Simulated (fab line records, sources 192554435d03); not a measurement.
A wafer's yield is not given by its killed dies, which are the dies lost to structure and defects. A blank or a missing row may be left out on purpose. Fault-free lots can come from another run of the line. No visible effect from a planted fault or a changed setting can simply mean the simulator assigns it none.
Which tool was responsible? | flow n5Finfet | 12 lots, 36 wafers sampled, at 1 step of a route of 1938

WHAT EACH GAUGE READ, for each wafer
N5_BEOL_M8_THK_MEAS_53: measures by xrf.
lot  | measured     | on           | M8_THK (nm)
L076 | day 9 04:05  | filmMetro-01 | 80.4 78.0 79.0
L077 | day 10 00:37 | filmMetro-02 | 81.5 84.0 79.9
L079 | day 10 10:19 | filmMetro-01 | 80.6 76.9 82.4
L081 | day 10 21:37 | filmMetro-01 | 80.5 80.6 76.0
L082 | day 11 06:56 | filmMetro-02 | 79.4 78.2 83.3
L085 | day 11 20:32 | filmMetro-02 | 78.7 77.0 79.9
L087 | day 12 09:10 | filmMetro-01 | 83.9 80.3 83.2
L090 | day 12 16:46 | filmMetro-02 | 79.3 81.7 79.5
L089 | day 13 02:03 | filmMetro-02 | 79.9 82.1 79.9
L093 | day 13 13:59 | filmMetro-01 | 80.2 80.3 86.5
L095 | day 13 22:56 | filmMetro-01 | 75.5 80.5 76.1
L097 | day 15 03:54 | filmMetro-01 | 79.3 84.5 83.0

TOOL THAT RAN EACH LOT (tool first, then ch and the chambers of the sampled wafers, then the start)
Record: no process step prior to these readings.

THE ANSWER, worked out from the rows above alone
Rule: the usual values come from the lots themselves. The widest of any qualifying gaps counts: lots, ordered by their means at a reading, are off when they make up no more than a third of the lots, leave a main group of 4 or more, and stand apart from it by 3 or more times the standard deviation of that group's means. A main group whose means are all the same, to the digits that the tables above print for the reading, isn't used. A lot without any number at a reading at which 4 lots or more have one is off too. Any other lot the step has rows for is counted as sound.
Nothing can be told from this: no lot is off at any reading shown.

WHAT THE SIMULATOR HAD PUT IN
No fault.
